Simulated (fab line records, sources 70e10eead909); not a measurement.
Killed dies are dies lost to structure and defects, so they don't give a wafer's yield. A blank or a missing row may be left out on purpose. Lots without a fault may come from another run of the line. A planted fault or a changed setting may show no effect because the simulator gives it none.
Chamber matching | flow nand_harc | NHARC_A_CONTACT_DESCUM_47 on rie_diel-06: 4 sister chambers
The step chemistry O2, time 3 s. 4 wafers are shown with their chamber, then 9 later ones without.

WAFERS WITH THEIR CHAMBER
wafer  | chamber | drypump_motor_current_A (A)
L089.2 | 2       | 6.07
L094.1 | 0       | 5.39
L094.4 | 1       | 6.07
L094.6 | 3       | 5.73

WAFERS WITHOUT THEIR CHAMBER
wafer  | drypump_motor_current_A (A)
L094.2 | 5.74
L094.3 | 6.10
L094.5 | 5.43
L093.1 | 6.10
L093.5 | 5.39
L093.6 | 6.12
L096.3 | 6.10
L096.4 | 5.78
L096.6 | 5.78

WHICH CHAMBER EACH WENT THROUGH
wafer  | from the rows above     | in truth
L094.2 | 3                       | 3
L094.3 | can't be placed: 1 or 2 | 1
L094.5 | 0                       | 0
L093.1 | can't be placed: 1 or 2 | 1
L093.5 | 0                       | 0
L093.6 | can't be placed: 1 or 2 | 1
L096.3 | can't be placed: 1 or 2 | 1
L096.4 | 3                       | 3
L096.6 | 3                       | 3
Placed correctly: 5 of 9. Can't be placed from these rows: 4 (the true chamber is among the candidates in 4). Placed wrongly: 0.
How it was worked out, from the rows above alone: a wafer's distance from a chamber is the root of the sum, over the readings, of the square of ((its reading less the chamber's mean) divided by the reading's scatter). The wafer belongs to the nearest chamber; if the next one is less than 2 further off, it can't be placed. A chamber's mean is the mean of its shown wafers. The scatter: with one shown wafer a chamber, the root of the mean of the squares of how far each hidden wafer lies from its nearest shown one.
